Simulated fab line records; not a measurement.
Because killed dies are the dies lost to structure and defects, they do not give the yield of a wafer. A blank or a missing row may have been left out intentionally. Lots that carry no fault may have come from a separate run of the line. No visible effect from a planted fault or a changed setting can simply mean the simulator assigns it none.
Chamber matching	flow n5Finfet	N5_DUMMY_GATE_ETCH_31 on rieDiel-05 has 4 sister chambers
The step etches SiO2 in C4F6/O2, target depth 82.5 nm, time 27.5 s. 14 wafers are shown with their chamber, then 7 later ones without.

## WAFERS, EACH WITH ITS CHAMBER
wafer	chamber	drypumpMotorCurrentA (A)	showerheadPlenumPTorr (Torr)	rfVppV (V)
L239.1	2	5.3	2.80	668
L239.4	3	5.8	2.98	671
L239.6	1	6.0	2.86	657
L240.1	1	6.0	2.86	657
L240.4	1	6.0	2.86	657
L240.5	2	5.3	2.80	668
L243.1	1	6.0	2.85	658
L243.4	3	5.8	2.97	671
L243.6	0	5.0	2.97	669
L246.1	3	5.8	2.97	671
L246.4	1	6.0	2.85	657
L246.5	0	5.0	2.97	669
L250.3	0	5.1	2.96	671
L250.4	1	6.0	2.85	656

SIGNATURES, as means of the wafers listed above
reading	chamber 0	chamber 1	chamber 2	chamber 3	scatter within a chamber
drypumpMotorCurrentA	5.033	6.000	5.300	5.800	0.0258
showerheadPlenumPTorr	2.9667	2.8550	2.8000	2.9733	0.00532
rfVppV	669.67	657.00	668.00	671.00	0.683
Rule: for each reading, subtract the chamber's mean from the wafer's reading, divide by that reading's scatter and square the result; add these up over the readings and take the root, which gives the wafer's distance from the chamber. If the next closest chamber is less than 2 further off than the closest, the wafer can't be placed; otherwise it belongs to the closest. The scatter is the square root of a quotient: the sum, over the shown wafers, of each reading's squared deviation from its chamber's mean, divided by wafers minus chambers.

## WAFERS WITH NO CHAMBER GIVEN
wafer	drypumpMotorCurrentA (A)	showerheadPlenumPTorr (Torr)	rfVppV (V)
L250.5	5.1	2.96	672
L255.1	5.8	2.96	671
L255.5	6.0	2.84	657
L255.6	5.8	2.96	670
L261.2	5.0	2.96	669
L261.4	5.3	2.79	669
L261.6	5.3	2.79	668

## WHICH CHAMBER EACH WENT THROUGH
wafer	from the rows above	in truth
L250.5	0	0
L255.1	3	3
L255.5	1	1
L255.6	3	3
L261.2	0	0
L261.4	2	2
L261.6	2	2
Placed correctly: 7 of 7. Left unplaced by these rows: 0. Placed wrongly: 0.
